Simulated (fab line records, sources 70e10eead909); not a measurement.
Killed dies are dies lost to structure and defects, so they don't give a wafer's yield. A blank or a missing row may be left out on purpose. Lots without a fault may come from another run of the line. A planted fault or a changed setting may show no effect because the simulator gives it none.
A struck lot beside a sound one | flow nand_harc | 15 steps out of a route of 1302
Sound: wafers L916.1, L916.2, L916.5. Struck: wafers L929.1, L929.3, L929.4. The cause comes at the end.
At each step with rows: each side's tool, then ch and its chambers, then its first start. Under that, the readings that differ: sound wafers | struck wafers | difference of the means | sigmas: that difference in standard deviations of wafers without a fault.
alike: readings whose means differ by less than 2 such deviations, and words and numbers that are the same on both sides. not compared: withheld readings, readings that some wafer has no value for, bounds like >300 that may hide the same value, and numbers for which the record gives no deviation and whose values overlap.
The two part at a step that has a row with sigmas, a row that says differs or no value, or rows on one side only. Numbers that don't overlap but have no deviation are shown without sigmas and don't part them. A reading that every wafer of one side lacks parts them only if that side has two wafers or more.

first, 4 steps without rows for these wafers: NHARC_P_GATE_EBR_07; NHARC_P_GATE_EXPOSE_08 (exposes mask P HV); NHARC_P_GATE_PEB_09 (peb time 85 s); NHARC_P_GATE_DEVELOP_10 (time 70 s).
NHARC_P_GATE_CD_MEAS_11: target cd 1640 nm.
  sound on cd_sem-03 ch 0, day 5 20:23; struck on cd_sem-01 ch 0, day 11 09:26
  alike: cd_nm
then, 1 step without rows for these wafers: NHARC_P_GATE_HARDBAKE_12 (time 80 s).
NHARC_P_GATE_DESCUM_13: chemistry O2, time 3 s.
  sound on rie_diel-09 ch 1,3, day 5 20:34; struck on rie_diel-09 ch 0,1,2, day 11 09:36
  alike: drypump_motor_current_A, oes_product_au, rf_vpp_V, showerhead_plenum_p_Torr, throttle_valve_pct
  not compared: rf_hours_counter_h
then, 5 steps without rows for these wafers: NHARC_P_GATE_ETCH_14 (etches SiO2 in dHF, target depth 48.8 nm); NHARC_P_GATE_STRIP_15 (strips in SPM, time 780 s); NHARC_P_GATE_PRECLEAN_71 (cleans in SC1); NHARC_P_GATE_SRD_72; NHARC_P_GATE_OXIDE_16 (material SiO2, target thk 3 nm, ox time 392 s).
NHARC_P_GATE_CVD_17: deposits poly-Si, target thk 150 nm, time 900 s.
  sound on lpcvd_poly-02 ch 0, day 6 06:22; struck on lpcvd_poly-02, day 11 19:50
  no value came back on the struck wafers for run_length_s (s), spike_tc_bottom_C (C); on the sound wafers run_length_s (s) reads 902.0 902.0 902.0
NHARC_P_GATE_HM_DEP_102: deposits aC, target thk 120 nm.
  sound on acl_dep-02 ch 0, day 6 10:07; struck on acl_dep-03 ch 0, day 11 23:03
  alike: susceptor_temp_C, throttle_valve_pct
-- the record jumps here: 19 days lie between the struck wafers' starts before and after (it left off in module P_GATE and takes up again in module END, whose first step shown is number 1302 of the route) --
NHARC_END_SORT_01:
  the record has rows for the struck wafers here (prober-01 ch 0, day 31 07:34) and none for the sound ones

WHERE THEY PART
First at NHARC_P_GATE_CVD_17; last, within this record, at NHARC_END_SORT_01.

WHY: what the simulator had put in
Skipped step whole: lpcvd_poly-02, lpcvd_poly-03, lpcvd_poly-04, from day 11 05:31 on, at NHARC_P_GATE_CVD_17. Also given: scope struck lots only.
